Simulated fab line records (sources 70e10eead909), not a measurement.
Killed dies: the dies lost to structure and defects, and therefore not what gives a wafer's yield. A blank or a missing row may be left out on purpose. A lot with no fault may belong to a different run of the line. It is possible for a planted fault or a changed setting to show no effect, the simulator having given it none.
fab line records	flow nand-harc	part 1 of 2: steps 1 to 26 of 36
[record] lots = 5	wafers = 15	last-day = 24
route steps=1159 shown A_M0@1025 A_M1@1026 A_BONDPAD@1059
lots untouched by any fault: they come from a run of this same line in which no faults occurred
start-h: start of the lot's first displayed wafer, in hours after the record's first day	wait-h: time in hours since the lot's previous step	" as in the row above	L1.1+2: several wafers, shown together as one row	- either no value or no given start	* or withheld: withheld	< > ~ a bound
route shown NAME@n: names a module that has steps shown in the file, with the first one's number in the route	usual: mean/standard deviation taken from wafers without a fault	same: alike in all rows	chamber/n: place in a boat	sites: each site's reading	_std_site: their standard deviation	_edge_site: mean of outer sites minus mean of inner sites	radius-mm: for every site, how far away it sits from the centre of the wafer	mask NAME#n: copy n	behind: the last tool/chamber to shape the wafer	hold: the reason the lot was held/the length of the hold in hours/how it ended	device: whichever transistor did not switch (one of n, p or np)	end of line: tests of these same wafers at the route's end	for a step that has no rows: nothing shown but its recipe	killed: at the first sort, the dies lost to defects and structure; wafer yield is something else	map: the dies of a wafer, with x for killed, . for not killed, _ for no die there
set.NAME: setting as actually run; set.NAME@STEP: the setting as run at that earlier step	model.NAME: the simulator's own value behind a step, which no gauge read
lots at some steps of the route; a table a step, a row a wafer
services: the hour from which a tool's chamber was out of use, counted from the record's first day as start-h (under 0 if before that day), plus the number of hours and why
[[steps]]
[step NHARC_A_M0_DEP_32]
[recipe] target-thk-a = 300	temp-c = 370	target-thk-nm = 30	pressure-torr = 3	flow-sccm = 200	rf-w = 450	material = SiCN
[usual] heater-power-w = 632/100	susceptor-temp-C = 370.01/0.19
lot.wafer	tool	chamber	start-h	wait-h	heater-power-w	since-wet-clean-h	susceptor-temp-C
L087.1	pecvd-02	0	502.43	0.1	577	155	370.07
L087.2	"	1	"	"	576	155	369.90
L087.3	"	2	"	"	649	155	369.99
L091.1	pecvd-01	2	515.48	0.1	563	84	370.06
L091.3	"	2	"	"	554	-	370.19
L091.5	"	2	"	"	558	-	370.26
L092.1	pecvd-01	1	527.66	0.1	884	97	369.69
L092.4	"	2	"	"	640	-	369.95
L092.5	"	0	"	"	559	-	369.89
L089.2	pecvd-04	1	528.01	0.1	598	138	369.95
L089.5	"	2	"	"	553	-	370.08
L089.4	"	1	"	"	601	-	370.03
L096.1	pecvd-02	2	536.57	0.1	656	8	369.82
L096.4	"	0	"	"	545	-	369.75
L096.6	"	1	"	"	543	-	369.66
[step NHARC_A_M1_DEP_00]
[recipe] target-thk-a = 1825	target-thk-nm = 182.5	temp-c = withheld	pressure-torr = 5	flow-sccm = 200	rf-w = 600	material = SiOC
lot.wafer	tool	chamber	start-h	wait-h	since-wet-clean-h
L087.1	pecvd-01	0	502.84	-	72
L087.3	"	1	"	"	72
L087.2	"	2	"	"	72
L091.3	pecvd-04	1	516.03	0.3	126
L091.1	"	2	"	"	126
L091.5	"	1	"	"	-
L092.1	pecvd-01	0	-	-	97
L092.5	"	2	"	"	-
L092.4	"	0	"	"	-
L089.2	pecvd-02	0	528.41	-	0
L089.4	"	0	"	"	-
L089.5	"	1	"	"	-
L096.1	pecvd-02	2	-	-	9
L096.4	"	2	"	"	-
L096.6	"	1	"	"	-
[step NHARC_A_M1_DEHYDRATE_01]
[recipe] temp-c = 150	time-s = 120
lot.wafer	tool	chamber	start-h	wait-h
L087.1+2+3	litho-track-04	0	503.25	-
L091.1+3+5	litho-track-04	0	516.43	-
L092.1+4+5	litho-track-04	0	528.56	-
L089.2+4+5	litho-track-04	0	528.77	-
L096.1+4+6	litho-track-04	0	537.29	-
[step NHARC_A_M1_HMDS_02]
[recipe] time-s = 30
lot.wafer	tool	chamber	start-h	wait-h
L087.1+2+3	litho-track-04	0	-	-
L091.1+3+5	litho-track-04	0	-	-
L092.1+4+5	litho-track-04	0	-	-
L089.2+4+5	litho-track-04	0	-	-
L096.1+4+6	litho-track-04	0	-	-
[step NHARC_A_M1_COAT_34]
[recipe] temp-c = 200	time-s = 65
lot.wafer	tool	chamber	start-h	wait-h
L087.1+2+3	litho-track-04	0	-	-
L091.1+3+5	litho-track-04	0	-	-
L092.1+4+5	litho-track-04	0	-	-
L089.2+4+5	litho-track-04	0	-	-
L096.1+4+6	litho-track-04	0	-	-
[step NHARC_A_M1_COAT_03]
[recipe] spin-rpm = 1500	resist-thk-nm = 90
lot.wafer	tool	chamber	start-h	wait-h
L087.1+2+3	litho-track-04	0	-	-
L091.1+3+5	litho-track-04	0	-	-
L092.1+4+5	litho-track-04	0	-	-
L089.2+4+5	litho-track-04	0	-	-
L096.1+4+6	litho-track-04	0	-	-
[step NHARC_A_M1_SOFTBAKE_04]
[recipe] temp-c = 105	time-s = 55
lot.wafer	tool	chamber	start-h	wait-h
L087.1+2+3	litho-track-04	0	-	-
L091.1+3+5	litho-track-04	0	-	-
L092.1+4+5	litho-track-04	0	-	-
L089.2+4+5	litho-track-04	0	-	-
L096.1+4+6	litho-track-04	0	-	-
[step NHARC_A_M1_EBR_05]
lot.wafer	tool	chamber	start-h	wait-h
L087.1+2+3	litho-track-04	0	-	-
L091.1+3+5	litho-track-04	0	-	-
L092.1+4+5	litho-track-04	0	-	-
L089.2+4+5	litho-track-04	0	-	-
L096.1+4+6	litho-track-04	0	-	-
[step NHARC_A_M1_EXPOSE_06]
[recipe] na = 1.35	target-cd-nm = 120	dose-mj = 75.13	mask-id = A_M1
lot.wafer	tool	chamber	start-h	wait-h	mask
L087.1+2+3	arfi-scanner-02	0	503.41	-	A_M1#0
L091.1+3+5	arfi-scanner-03	0	516.72	-	A_M1#0
L092.1+4+5	arfi-scanner-01	0	528.84	-	A_M1#0
L089.2+4+5	arfi-scanner-03	0	529.07	-	A_M1#0
L096.1+4+6	arfi-scanner-01	0	537.45	-	A_M1#0
[step NHARC_A_M1_PEB_07]
[recipe] peb-temp-c = 100	peb-time-s = 65
lot.wafer	tool	chamber	start-h	wait-h
L087.1+2+3	litho-track-01	0	503.48	0.1
L091.1+3+5	litho-track-06	0	516.79	0.1
L092.1+4+5	litho-track-01	0	528.90	0.1
L089.2+4+5	litho-track-06	0	529.12	0.1
L096.1+4+6	litho-track-06	0	537.51	0.1
[step NHARC_A_M1_DEVELOP_08]
[recipe] develop-time-s = 35	dev-temp-c = 23
lot.wafer	tool	chamber	start-h	wait-h
L087.1+2+3	litho-track-01	0	-	-
L091.1+3+5	litho-track-06	0	-	-
L092.1+4+5	litho-track-01	0	-	-
L089.2+4+5	litho-track-06	0	-	-
L096.1+4+6	litho-track-06	0	-	-
[step NHARC_A_M1_CD_MEAS_09]
[recipe] target-cd-nm = 120	landing-energy-ev = 500
[usual] cd-nm = 119.7/0.46
lot.wafer	tool	chamber	start-h	wait-h	cd-nm
L087.1	cd-sem-03	0	503.55	-	120.4
L087.2	"	0	"	"	120.3
L087.3	"	0	"	"	120.1
L091.1	cd-sem-01	0	516.87	-	119.7
L091.3	"	0	"	"	120.3
L091.5	"	0	"	"	119.8
L092.1	cd-sem-02	0	528.98	-	119.3
L092.4	"	0	"	"	119.7
L092.5	"	0	"	"	120.1
L089.2	cd-sem-02	0	529.21	-	118.8
L089.4	"	0	"	"	119.0
L089.5	"	0	"	"	118.8
L096.1	cd-sem-02	0	537.59	-	118.5
L096.4	"	0	"	"	120.1
L096.6	"	0	"	"	120.3
[step NHARC_A_M1_OVL_MEAS_10]
[recipe] pitch-nm = 240
[usual] overlay-x-nm = -0.1/0.8	overlay-y-nm = -0.1/0.66
lot.wafer	tool	chamber	start-h	wait-h	overlay-x-nm	overlay-y-nm
L087.1	overlay-01	-	503.64	-	0.3	-0.1
L087.2	"	-	"	"	0.3	0.0
L087.3	"	-	"	"	-0.1	0.1
L091.1	overlay-02	-	516.95	-	-1.3	-0.3
L091.3	"	-	"	"	-0.2	0.0
L091.5	"	-	"	"	-0.1	0.2
L092.1	overlay-01	-	529.07	-	0.8	0.8
L092.4	"	-	"	"	0.4	0.6
L092.5	"	-	"	"	0.0	0.7
L089.2	overlay-01	-	529.29	-	0.1	-0.9
L089.4	"	-	"	"	0.2	-0.5
L089.5	"	-	"	"	-0.2	-0.6
L096.1	overlay-02	-	537.68	-	-0.7	-0.9
L096.4	"	-	"	"	-0.4	-0.3
L096.6	"	-	"	"	0.1	0.0
[step NHARC_A_M1_INSPECT_11]
[usual] raw-defect-count = 30/15
lot.wafer	tool	chamber	start-h	wait-h	raw-defect-count
L087.1	defect-inspect-01	-	503.68	0.0	42
L087.2	"	-	"	"	34
L087.3	"	-	"	"	55
L091.1	defect-inspect-02	-	516.99	0.0	17
L091.3	"	-	"	"	23
L091.5	"	-	"	"	20
L092.1	defect-inspect-01	-	529.11	0.0	52
L092.4	"	-	"	"	63
L092.5	"	-	"	"	57
L089.2	defect-inspect-02	-	529.33	0.0	29
L089.4	"	-	"	"	18
L089.5	"	-	"	"	43
L096.1	defect-inspect-02	-	537.71	0.0	45
L096.4	"	-	"	"	46
L096.6	"	-	"	"	42
[step NHARC_A_M1_DESCUM_14]
[recipe] time-s = 3	o2-flow-sccm = 200	ar-flow-sccm = 0	bias-power-w = 0	chemistry = O2
[usual] chamber-pressure-mTorr = 60.00/0.059	drypump-motor-current-A = 5.8/0.43	oes-product-au = 0.999/0.0065	rf-vpp-V = 58.0/0.9	showerhead-plenum-p-Torr = 1.92/0.081	throttle-valve-pct = 11.312/0.01
lot.wafer	tool	chamber	start-h	wait-h	chamber-pressure-mTorr	drypump-motor-current-A	oes-product-au	rf-hours-counter-h	rf-vpp-V	showerhead-plenum-p-Torr	throttle-valve-pct
L087.2	rie-diel-12	1	503.74	0.1	59.92	5.5	1.005	9	58.8	1.82	11.300
L087.3	"	2	"	"	59.91	6.5	1.000	9	59.5	1.91	11.315
L087.1	"	0	"	"	60.08	6.1	0.988	9	57.2	1.89	11.324
L091.1	rie-diel-12	0	517.05	0.1	59.91	6.1	0.992	10	57.1	1.89	11.311
L091.3	"	1	"	"	59.98	5.5	1.006	10	57.6	1.82	11.313
L091.5	"	0	"	"	59.98	6.1	0.993	-	58.6	1.89	11.323
L092.4	rie-diel-12	1	529.18	0.1	60.08	5.5	0.997	10	57.2	1.82	11.323
L092.1	"	2	"	"	60.04	6.5	1.007	10	58.3	1.91	11.294
L092.5	"	0	"	"	59.99	6.1	0.997	-	58.3	1.89	11.315
L089.4	rie-diel-01	2	529.40	0.1	60.00	5.3	0.992	2	57.4	2.06	11.307
L089.2	"	0	"	"	59.94	5.5	1.005	2	58.9	2.04	11.310
L089.5	"	2	"	"	60.03	5.3	0.990	-	56.3	2.06	11.312
L096.4	rie-diel-07	3	537.77	0.1	60.07	5.7	1.001	3	58.4	1.93	11.313
L096.1	"	1	"	"	60.02	6.3	1.002	3	58.3	1.86	11.326
L096.6	"	3	"	"	60.05	5.8	1.001	-	58.3	1.93	11.297
[step NHARC_A_M1_ETCH_35]
[recipe] target-depth-a = 400	overetch-a = 120	time-s = 43.94	ion-energy-ev = 200	n2-flow-sccm = 150	h2-flow-sccm = 150	ar-flow-sccm = 0	rf-w = 400	bias-w = 150	chemistry = N2/H2
[usual] chamber-pressure-mTorr = 30.001/0.026	drypump-motor-current-A = 5.8/0.44	oes-product-au = 0.999/0.0066	rf-vpp-V = 430.6/2.6	showerhead-plenum-p-Torr = 2.04/0.089	throttle-valve-pct = 14.172/0.0091
lot.wafer	tool	chamber	start-h	wait-h	chamber-pressure-mTorr	drypump-motor-current-A	oes-product-au	rf-hours-counter-h	rf-vpp-V	showerhead-plenum-p-Torr	throttle-valve-pct
L087.1	rie-diel-12	2	503.83	0.1	30.042	6.5	0.993	9	430.5	2.04	14.189
L087.3	"	3	"	"	30.008	6.1	1.003	9	426.4	1.90	14.177
L087.2	"	0	"	"	29.978	6.1	0.999	9	429.0	2.01	14.187
L091.1	rie-diel-12	1	517.15	0.1	29.992	5.5	1.003	10	427.3	1.93	14.178
L091.3	"	0	"	"	30.006	6.1	0.999	10	429.4	2.01	14.164
L091.5	"	2	"	"	29.989	6.5	0.993	-	431.1	2.04	14.173
L092.1	rie-diel-12	2	529.26	0.1	30.022	6.5	0.993	10	430.6	2.04	14.183
L092.4	"	0	"	"	29.955	6.1	0.999	10	429.1	2.01	14.177
L092.5	"	1	"	"	30.001	5.5	1.001	-	427.2	1.93	14.161
L089.2	rie-diel-01	2	529.48	0.1	29.986	5.3	0.988	2	434.3	2.20	14.157
L089.4	"	3	"	"	29.973	5.4	0.983	2	430.3	2.06	14.163
L089.5	"	2	"	"	30.010	5.3	0.991	-	435.9	2.20	14.152
L096.1	rie-diel-07	2	537.86	0.1	29.965	5.1	1.001	2	433.0	2.13	14.161
L096.4	"	0	"	"	30.009	6.3	0.990	3	431.7	2.06	14.171
L096.6	"	3	"	"	29.966	5.7	1.001	-	431.2	2.05	14.166
[step NHARC_A_M1_ETCH_15]
[recipe] target-depth-a = 1825	time-s = 91.2	c4f8-flow-sccm = withheld	ar-flow-sccm = 400	rf-w = 600	bias-w = 300	chemistry = C4F8/Ar
[usual] chamber-pressure-mTorr = 25.001/0.022	oes-product-au = 0.952/0.021	rf-vpp-V = 441.0/2.6
lot.wafer	tool	chamber	start-h	wait-h	chamber-pressure-mTorr	oes-product-au	rf-hours-counter-h	rf-vpp-V
L087.1	rie-diel-12	0	-	-	24.991	0.957	9	439.6
L087.3	"	1	"	"	25.023	0.952	9	438.8
L087.2	"	2	"	"	25.009	0.956	9	440.2
L091.3	rie-diel-12	0	-	-	24.977	0.923	10	441.0
L091.1	"	2	"	"	24.987	0.930	10	440.1
L091.5	"	2	"	"	25.007	0.930	-	440.9
L092.1	rie-diel-12	2	-	-	25.037	0.926	10	441.2
L092.4	"	1	"	"	24.981	0.919	10	436.6
L092.5	"	2	"	"	24.981	0.926	-	440.8
L089.4	rie-diel-01	2	-	-	24.998	0.945	2	444.9
L089.2	"	3	"	"	25.013	0.954	2	441.6
L089.5	"	1	"	"	24.988	0.953	-	440.5
L096.1	rie-diel-07	3	-	-	24.998	0.956	3	441.4
L096.4	"	2	"	"	24.976	0.957	3	444.9
L096.6	"	0	"	"	24.980	0.937	-	441.0
[step NHARC_A_M1_CD_MEAS_16]
[usual] cd-nm = 119.8/0.6
lot.wafer	tool	chamber	start-h	wait-h	cd-nm
L087.1	cd-sem-02	-	504.05	-	120.9
L087.2	"	-	"	"	120.8
L087.3	"	-	"	"	120.0
L091.1	cd-sem-03	-	517.40	-	119.6
L091.3	"	-	"	"	121.0
L091.5	"	-	"	"	119.9
L092.1	cd-sem-02	-	529.47	-	119.4
L092.4	"	-	"	"	120.1
L092.5	"	-	"	"	119.9
L089.2	cd-sem-03	-	529.70	-	118.9
L089.4	"	-	"	"	119.3
L089.5	"	-	"	"	119.0
L096.1	cd-sem-03	-	538.08	-	118.7
L096.4	"	-	"	"	120.4
L096.6	"	-	"	"	119.7
[step NHARC_A_M1_STRIP_18]
[recipe] power-w = 1000	n2-flow-sccm = 150	h2-flow-sccm = 150	ar-flow-sccm = 0	bias-w = 0	chemistry = N2/H2
[usual] chamber-pressure-mTorr = 29.996/0.027	drypump-motor-current-A = 5.8/0.44	oes-product-au = 1.000/0.0072	rf-vpp-V = 90.8/0.98	showerhead-plenum-p-Torr = 2.04/0.084	throttle-valve-pct = 14.172/0.0094
lot.wafer	tool	chamber	start-h	wait-h	chamber-pressure-mTorr	drypump-motor-current-A	oes-product-au	rf-hours-counter-h	rf-vpp-V	showerhead-plenum-p-Torr	throttle-valve-pct
L087.1	rie-diel-01	0	504.12	0.1	30.013	5.6	0.992	0	92.5	2.18	14.174
L087.3	"	2	"	"	30.002	5.3	0.994	0	91.5	2.20	14.185
L087.2	"	3	"	"	30.007	5.4	0.985	0	89.3	2.06	14.167
L091.3	rie-diel-12	2	517.51	0.1	30.045	6.5	1.006	10	91.2	2.04	14.154
L091.1	"	0	"	"	30.015	6.1	0.994	10	91.1	2.01	14.186
L091.5	"	2	"	"	30.006	6.5	0.997	-	90.3	2.04	14.181
L092.1	rie-diel-07	2	529.57	0.1	29.996	5.1	0.997	2	92.2	2.13	14.184
L092.4	"	3	"	"	30.045	5.8	1.001	3	91.0	2.05	14.174
L092.5	"	2	"	"	29.998	5.1	0.992	-	90.3	2.13	14.180
L089.2	rie-diel-12	3	529.77	0.1	30.033	6.1	1.007	9	87.9	1.90	14.164
L089.4	"	2	"	"	29.987	6.5	0.998	10	90.6	2.04	14.175
L089.5	"	3	"	"	30.029	6.1	0.995	-	89.9	1.90	14.169
L096.1	rie-diel-01	1	538.15	0.1	30.018	5.4	1.006	2	92.9	2.05	14.182
L096.4	"	3	"	"	29.979	5.4	0.988	2	90.7	2.06	14.188
L096.6	"	1	"	"	29.937	5.4	0.994	-	90.4	2.05	14.160
[step NHARC_A_M1_ETCH_28]
[recipe] target-depth-a = 300	over-etch-frac = 0.3	time-s = 72.99	ion-energy-ev = 150	cf4-flow-sccm = 50	n2-flow-sccm = 100	ar-flow-sccm = 150	rf-w = 300	bias-w = 100	chemistry = CF4/N2
[usual] chamber-pressure-mTorr = 30.000/0.027	drypump-motor-current-A = 5.8/0.45	oes-product-au = 1.000/0.0063	rf-vpp-V = 314.1/1.9	showerhead-plenum-p-Torr = 2.63/0.1	throttle-valve-pct = 19.795/0.0084
lot.wafer	tool	chamber	start-h	wait-h	chamber-pressure-mTorr	drypump-motor-current-A	oes-product-au	rf-hours-counter-h	rf-vpp-V	showerhead-plenum-p-Torr	throttle-valve-pct
L087.3	rie-diel-01	2	-	-	29.988	5.3	0.981	0	318.5	2.82	19.793
L087.1	"	3	"	"	30.047	5.4	0.994	0	314.6	2.65	19.802
L087.2	"	0	"	"	29.952	5.5	0.999	0	318.0	2.79	19.793
L091.1	rie-diel-12	0	-	-	29.995	6.1	1.001	10	313.4	2.59	19.798
L091.3	"	1	"	"	30.001	5.5	1.003	10	311.6	2.50	19.797
L091.5	"	1	"	"	29.933	5.5	0.998	-	311.4	2.50	19.800
L092.1	rie-diel-07	3	-	-	29.966	5.7	1.010	3	313.8	2.64	19.790
L092.4	"	1	"	"	29.995	6.3	1.006	3	312.7	2.55	19.790
L092.5	"	2	"	"	29.967	5.1	0.997	-	315.2	2.73	19.797
L089.2	rie-diel-12	0	-	-	30.071	6.0	0.995	10	312.9	2.59	19.805
L089.4	"	1	"	"	29.982	5.5	1.007	10	312.0	2.50	19.803
L089.5	"	0	"	"	30.015	6.1	0.993	-	314.4	2.59	19.792
L096.1	rie-diel-01	2	-	-	29.992	5.3	0.994	2	317.7	2.82	19.791
L096.4	"	3	"	"	29.952	5.4	0.995	2	313.9	2.65	19.804
L096.6	"	1	"	"	30.010	5.3	1.004	-	313.5	2.64	19.789
[step NHARC_A_M1_STRIP_19]
[recipe] time-s = 600	temp-c = 30	chemistry = post-etch-residue-remover
lot.wafer	tool	chamber	start-h	wait-h
L087.3+2+1	wet-bench-10	3,5,7	504.50	-
L091.5+1+3	wet-bench-10	3,4,6	517.91	-
L092.4+1+5	wet-bench-10	0,2,4	529.92	-
L089.4+5+2	wet-bench-08	7,0,2	530.15	-
L096.1+6+4	wet-bench-10	4,5,6	538.54	-
[step NHARC_A_M1_DEGAS_29]
[recipe] temp-c = 250	time-s = 60
[usual] heater-power-w = 338/49	susceptor-temp-C = 249.99/0.17
lot.wafer	tool	chamber	start-h	wait-h	heater-power-w	susceptor-temp-C
L087.1	pvd-sputter-01	-	504.76	-	266	-
L087.3	"	-	"	"	344	-
L087.2	"	-	"	"	300	-
L091.1	pvd-sputter-03	-	518.18	-	304	250.15
L091.3	"	-	"	"	406	250.22
L091.5	"	-	"	"	382	250.34
L092.1	pvd-sputter-01	-	530.20	-	379	250.23
L092.4	"	-	"	"	349	250.27
L092.5	"	-	"	"	388	250.23
L089.2	pvd-sputter-01	-	530.42	-	343	-
L089.4	"	-	"	"	286	-
L089.5	"	-	"	"	254	-
L096.4	pvd-sputter-03	-	538.79	-	388	249.85
L096.1	"	-	"	"	287	249.97
L096.6	"	-	"	"	386	249.80
[step NHARC_A_M1_PRE_CLEAN_30]
[recipe] time-s = 30	temp-c = 280	gas = H2/He
[usual] heater-power-w = 417/60	susceptor-temp-C = 279.99/0.18
lot.wafer	tool	chamber	start-h	wait-h	heater-power-w	susceptor-temp-C
L087.3	pvd-sputter-01	-	-	-	420	279.79
L087.1	"	-	"	"	372	279.49
L087.2	"	-	"	"	318	279.77
L091.3	pvd-sputter-03	-	-	-	374	280.11
L091.1	"	-	"	"	474	280.01
L091.5	"	-	"	"	485	279.96
L092.1	pvd-sputter-01	-	-	-	416	279.95
L092.4	"	-	"	"	351	280.30
L092.5	"	-	"	"	456	279.84
L089.2	pvd-sputter-01	-	-	-	417	279.74
L089.4	"	-	"	"	308	280.05
L089.5	"	-	"	"	421	280.00
L096.4	pvd-sputter-03	-	-	-	474	280.00
L096.1	"	-	"	"	467	280.00
L096.6	"	-	"	"	477	279.75
[step NHARC_A_M1_PVD_20]
[recipe] target-thk-a = 50	bias-v = 168.6	power-w = 15000	chamber-pressure-pa = 0.12	time-s = 8.06	substrate-temp-c = 50	material = TaN
[usual] throttle-valve-pct = 29.6/0.92
lot.wafer	tool	chamber	start-h	wait-h	throttle-valve-pct
L087.1	pvd-sputter-01	-	-	-	29.9
L087.3	"	-	"	"	30.0
L087.2	"	-	"	"	28.7
L091.1	pvd-sputter-03	-	-	-	28.8
L091.3	"	-	"	"	29.2
L091.5	"	-	"	"	28.0
L092.1	pvd-sputter-01	-	-	-	30.0
L092.4	"	-	"	"	30.1
L092.5	"	-	"	"	30.6
L089.4	pvd-sputter-01	-	-	-	30.7
L089.2	"	-	"	"	29.8
L089.5	"	-	"	"	29.7
L096.4	pvd-sputter-03	-	-	-	29.5
L096.1	"	-	"	"	29.2
L096.6	"	-	"	"	30.9
[step NHARC_A_M1_PVD_21]
[recipe] target-thk-a = 300	chamber-pressure-pa = 5	power-w = 5000	substrate-temp-c = 30	time-s = 20.49	material = Cu
[usual] throttle-valve-pct = 29.7/0.89
lot.wafer	tool	chamber	start-h	wait-h	throttle-valve-pct
L087.3	pvd-sputter-01	-	-	-	30.7
L087.2	"	-	"	"	28.8
L087.1	"	-	"	"	30.3
L091.3	pvd-sputter-03	-	-	-	28.8
L091.1	"	-	"	"	29.5
L091.5	"	-	"	"	27.9
L092.4	pvd-sputter-01	-	-	-	29.7
L092.1	"	-	"	"	29.9
L092.5	"	-	"	"	30.0
L089.4	pvd-sputter-01	-	-	-	29.9
L089.2	"	-	"	"	29.8
L089.5	"	-	"	"	29.7
L096.4	pvd-sputter-03	-	-	-	30.9
L096.1	"	-	"	"	29.6
L096.6	"	-	"	"	29.1
[step NHARC_A_M1_ECD_22]
[recipe] target-thk-a = 4000	bath-temp-c = 25	material = Cu
lot.wafer	tool	chamber	start-h	wait-h
L087.2+1+3	ecd-cu-01	0,1,0	505.12	-
L091.1+3+5	ecd-cu-02	0,1,0	518.60	-
L092.1+4+5	ecd-cu-02	1,0,0	530.58	-
L089.2+4+5	ecd-cu-01	1,1,0	530.87	-
L096.1+4+6	ecd-cu-01	0,0,1	539.24	-
